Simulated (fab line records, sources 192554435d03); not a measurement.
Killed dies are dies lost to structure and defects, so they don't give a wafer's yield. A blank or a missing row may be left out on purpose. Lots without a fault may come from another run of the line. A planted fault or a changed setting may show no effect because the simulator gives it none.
Split-lot experiment | flow n5_finfet | 7 lots, 21 wafers read, on a route of 1938 steps

THE SPLIT
At N5_ZERO_LAYER_PECVD_02 (deposits SiO2 from SiH4/N2O, target thk 10 nm, time 6 s), the setting time_s was moved away from the recipe's 6 s on 7 of the 21 wafers read, by -14.1% to +7.9%. The other wafers ran this setting at the recipe's value.

The reading is taken at the split's own step.

THE READING
SiO2_of_ZERO_LAYER_PECVD_02.thk_nm (the simulator's own value, which no gauge read), in nm, at N5_ZERO_LAYER_PECVD_02 (deposits SiO2 from SiH4/N2O, target thk 10 nm, time 6 s). The file gives no usual value for it. The 14 wafers here that ran the recipe average 9.983 nm, standard deviation 0.14 nm.

wafer  | tool, chamber at the split | time_s as run, s | against the recipe | SiO2_of_ZERO_LAYER_PECVD_02.thk_nm, nm | against lot-mates on the recipe
L074.1 | pecvd-01, 2                | 6                | recipe             | 10.01                                  | -
L074.2 | pecvd-01, 0                | 6                | recipe             | 10.06                                  | -
L074.3 | pecvd-01, 1                | 6                | recipe             | 10.15                                  | -
L081.1 | pecvd-04, 1                | 6                | recipe             | 9.939                                  | -
L081.3 | pecvd-04, 1                | 5.156            | -14.1%             | 8.707                                  | -1.232
L081.4 | pecvd-04, 0                | 5.156            | -14.1%             | 8.476                                  | -1.463
L086.3 | pecvd-04, 1                | 5.243            | -12.6%             | 8.645                                  | -1.146
L086.4 | pecvd-04, 2                | 5.243            | -12.6%             | 8.694                                  | -1.097
L086.5 | pecvd-04, 0                | 6                | recipe             | 9.791                                  | -
L090.1 | pecvd-02, 2                | 6                | recipe             | 10.06                                  | -
L090.3 | pecvd-02, 0                | 6                | recipe             | 9.93                                   | -
L090.4 | pecvd-02, 0                | 6                | recipe             | 9.984                                  | -
L092.3 | pecvd-01, 1                | 6                | recipe             | 9.831                                  | -
L092.5 | pecvd-01, 2                | 6                | recipe             | 10.24                                  | -
L092.6 | pecvd-01, 1                | 6                | recipe             | 10.09                                  | -
L095.3 | pecvd-01, 1                | 6                | recipe             | 9.688                                  | -
L095.4 | pecvd-01, 0                | 6                | recipe             | 10.09                                  | -
L095.6 | pecvd-01, 2                | 6.475            | +7.9%              | 10.79                                  | +0.901
L096.1 | pecvd-01, 1                | 6                | recipe             | 9.893                                  | -
L096.3 | pecvd-01, 0                | 5.564            | -7.3%              | 9.316                                  | -0.577
L096.4 | pecvd-01, 2                | 5.564            | -7.3%              | 9.367                                  | -0.526

THE FIT
A straight line over all 21 wafers: SiO2_of_ZERO_LAYER_PECVD_02.thk_nm changes by +0.1 nm for each +1% of time_s; r = +0.98; the points scatter about the line by 0.13 nm.
The same after taking each lot's own level away (the mean of its wafers on the recipe; 21 wafers): +0.0938 nm for each +1%; r = +0.98; scatter 0.12 nm.
On that fit, the largest move of time_s shifts the reading by 1.3 nm.
The lots' own levels span 9.7910 to 10.0733 nm, that is 2.0 times the standard deviation above.
So the lot-to-lot level changes the slope little: the two slopes agree.
Check: with one of the wafers moved furthest among these (-14.1%) left out of the fit, the line predicts -1.31 nm for it against its lot-mates. It came out at -1.23 nm against them.

THE FILE'S OWN FIT
SiO2_of_ZERO_LAYER_PECVD_02.thk_nm changes by +0.0937 nm for each +1% of time_s, r = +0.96.
